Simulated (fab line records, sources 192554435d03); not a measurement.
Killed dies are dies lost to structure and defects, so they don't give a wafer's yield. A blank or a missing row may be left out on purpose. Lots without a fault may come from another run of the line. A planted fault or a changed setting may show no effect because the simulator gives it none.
Chamber matching | flow n5_finfet | N5_FIN_SAQP_ETCH_51 on rie_diel-04: 4 sister chambers
The step etches SiARC in CF4, target depth 45.5 nm, time 75.8 s. 30 wafers are shown with their chamber, then 12 later ones without.

WAFERS WITH THEIR CHAMBER
wafer  | chamber | showerhead_plenum_p_Torr (Torr) | drypump_motor_current_A (A) | etch_rf_on_time_s (s)
L075.1 | 3       | 2.09                            | 6.1                         | 77.0
L075.5 | 2       | 2.23                            | 5.5                         | 70.5
L075.6 | 3       | 2.09                            | 6.1                         | 76.4
L076.3 | 1       | 2.15                            | 5.4                         | 76.3
L076.4 | 0       | 2.19                            | 6.2                         | 77.8
L076.6 | 1       | 2.15                            | 5.4                         | 77.0
L077.3 | 3       | 2.09                            | 6.2                         | 76.8
L077.4 | 1       | 2.15                            | 5.4                         | 78.0
L077.6 | 3       | 2.09                            | 6.2                         | 77.4
L078.1 | 3       | 2.09                            | 6.2                         | 77.2
L078.5 | 1       | 2.15                            | 5.4                         | 77.9
L078.6 | 3       | 2.09                            | 6.1                         | 77.5
L079.2 | 2       | 2.23                            | 5.4                         | 71.1
L079.4 | 2       | 2.23                            | 5.5                         | 69.9
L079.6 | 1       | 2.14                            | 5.4                         | 76.9
L081.1 | 2       | 2.23                            | 5.5                         | 71.3
L081.2 | 1       | 2.14                            | 5.4                         | 78.1
L081.5 | 0       | 2.19                            | 6.2                         | 72.7
L082.1 | 0       | 2.19                            | 6.2                         | 73.7
L082.3 | 1       | 2.14                            | 5.4                         | 77.8
L082.5 | 0       | 2.19                            | 6.2                         | 72.9
L084.3 | 0       | 2.19                            | 6.2                         | 73.2
L084.4 | 1       | 2.14                            | 5.4                         | 76.9
L084.5 | 1       | 2.14                            | 5.4                         | 77.6
L087.1 | 1       | 2.14                            | 5.4                         | 76.4
L087.4 | 0       | 2.18                            | 6.2                         | 72.7
L087.5 | 1       | 2.14                            | 5.5                         | 75.8
L089.2 | 3       | 2.08                            | 6.2                         | 77.2
L089.4 | 1       | 2.14                            | 5.4                         | 76.1
L089.6 | 3       | 2.08                            | 6.1                         | 76.9

SIGNATURES (means of the wafers above)
reading                  | chamber 0 | chamber 1 | chamber 2 | chamber 3 | scatter within a chamber
showerhead_plenum_p_Torr | 2.1883    | 2.1433    | 2.2300    | 2.0875    | 0.00439
drypump_motor_current_A  | 6.200     | 5.408     | 5.475     | 6.150     | 0.0376
etch_rf_on_time_s        | 73.833    | 77.067    | 70.700    | 77.050    | 1.05
Rule: a wafer's distance from a chamber is the root of the sum, over the readings, of the square of ((its reading less the chamber's mean) divided by the reading's scatter). The wafer belongs to the nearest chamber; if the next one is less than 2 further off, it can't be placed. The scatter: the root of (the sum of the squares of (reading less its chamber's mean) over the shown wafers, divided by (wafers less chambers)).

WAFERS WITHOUT THEIR CHAMBER
wafer  | showerhead_plenum_p_Torr (Torr) | drypump_motor_current_A (A) | etch_rf_on_time_s (s)
L090.3 | 2.18                            | 6.2                         | 73.7
L090.5 | 2.14                            | 5.4                         | 77.1
L090.6 | 2.18                            | 6.2                         | 73.9
L091.1 | 2.08                            | 6.1                         | 78.3
L091.2 | 2.14                            | 5.4                         | 78.0
L091.6 | 2.18                            | 6.2                         | 74.4
L095.1 | 2.22                            | 5.5                         | 70.6
L095.4 | 2.08                            | 6.2                         | 76.8
L095.5 | 2.22                            | 5.5                         | 71.1
L097.1 | 2.18                            | 6.2                         | 73.6
L097.2 | 2.13                            | 5.4                         | 77.7
L097.6 | 2.18                            | 6.2                         | 73.8

WHICH CHAMBER EACH WENT THROUGH
wafer  | from the rows above | in truth
L090.3 | 0                   | 0
L090.5 | 1                   | 1
L090.6 | 0                   | 0
L091.1 | 3                   | 3
L091.2 | 1                   | 1
L091.6 | 0                   | 0
L095.1 | 2                   | 2
L095.4 | 3                   | 3
L095.5 | 2                   | 2
L097.1 | 0                   | 0
L097.2 | 1                   | 1
L097.6 | 0                   | 0
Placed correctly: 12 of 12. Can't be placed from these rows: 0. Placed wrongly: 0.
